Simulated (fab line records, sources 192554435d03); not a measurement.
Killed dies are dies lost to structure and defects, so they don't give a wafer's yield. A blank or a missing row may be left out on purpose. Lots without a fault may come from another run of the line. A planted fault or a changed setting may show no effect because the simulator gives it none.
Chamber matching | flow n5_finfet | N5_BEOL_M4_STRIP_66 on rie_diel-05: 4 sister chambers
The step strips in CF4. 16 wafers are shown with their chamber, then 8 later ones without.

WAFERS WITH THEIR CHAMBER
wafer  | chamber | drypump_motor_current_A (A) | showerhead_plenum_p_Torr (Torr) | throttle_valve_pct (%)
L866.3 | 3       | 5.7                         | 1.77                            | 13.36
L866.4 | 0       | 5.8                         | 1.90                            | 13.81
L866.6 | 2       | 6.0                         | 1.85                            | 14.01
L867.3 | 2       | 6.0                         | 1.85                            | 14.01
L867.4 | 0       | 5.8                         | 1.90                            | 13.83
L867.5 | 3       | 5.7                         | 1.77                            | 13.36
L870.2 | 3       | 5.7                         | 1.77                            | 13.38
L870.5 | 0       | 5.7                         | 1.89                            | 13.85
L870.6 | 1       | 5.5                         | 1.76                            | 13.25
L872.2 | 0       | 5.8                         | 1.89                            | 13.87
L872.3 | 2       | 6.0                         | 1.84                            | 14.03
L872.4 | 3       | 5.7                         | 1.76                            | 13.39
L873.1 | 3       | 5.7                         | 1.76                            | 13.38
L873.3 | 2       | 6.0                         | 1.84                            | 14.03
L873.4 | 1       | 5.5                         | 1.76                            | 13.26
L884.1 | 2       | 6.0                         | 1.84                            | 13.49

SIGNATURES (means of the wafers above)
reading                  | chamber 0 | chamber 1 | chamber 2 | chamber 3 | scatter within a chamber
drypump_motor_current_A  | 5.775     | 5.500     | 6.000     | 5.700     | 0.025
showerhead_plenum_p_Torr | 1.8950    | 1.7600    | 1.8440    | 1.7660    | 0.00532
throttle_valve_pct       | 13.8400   | 13.2550   | 13.9140   | 13.3740   | 0.138
Rule: a wafer's distance from a chamber is the root of the sum, over the readings, of the square of ((its reading less the chamber's mean) divided by the reading's scatter). The wafer belongs to the nearest chamber; if the next one is less than 2 further off, it can't be placed. The scatter: the root of (the sum of the squares of (reading less its chamber's mean) over the shown wafers, divided by (wafers less chambers)).

WAFERS WITHOUT THEIR CHAMBER
wafer  | drypump_motor_current_A (A) | showerhead_plenum_p_Torr (Torr) | throttle_valve_pct (%)
L884.2 | 5.4                         | 1.75                            | 13.32
L884.4 | 5.7                         | 1.88                            | 13.91
L886.2 | 5.7                         | 1.89                            | 13.91
L886.4 | 5.4                         | 1.75                            | 13.35
L886.5 | 6.0                         | 1.84                            | 13.50
L889.4 | 5.7                         | 1.75                            | 13.45
L889.5 | 5.7                         | 1.75                            | 13.46
L889.6 | 6.0                         | 1.84                            | 13.52

WHICH CHAMBER EACH WENT THROUGH
wafer  | from the rows above | in truth
L884.2 | 1                   | 1
L884.4 | 0                   | 0
L886.2 | 0                   | 0
L886.4 | 1                   | 1
L886.5 | 2                   | 2
L889.4 | 3                   | 3
L889.5 | 3                   | 3
L889.6 | 2                   | 2
Placed correctly: 8 of 8. Can't be placed from these rows: 0. Placed wrongly: 0.
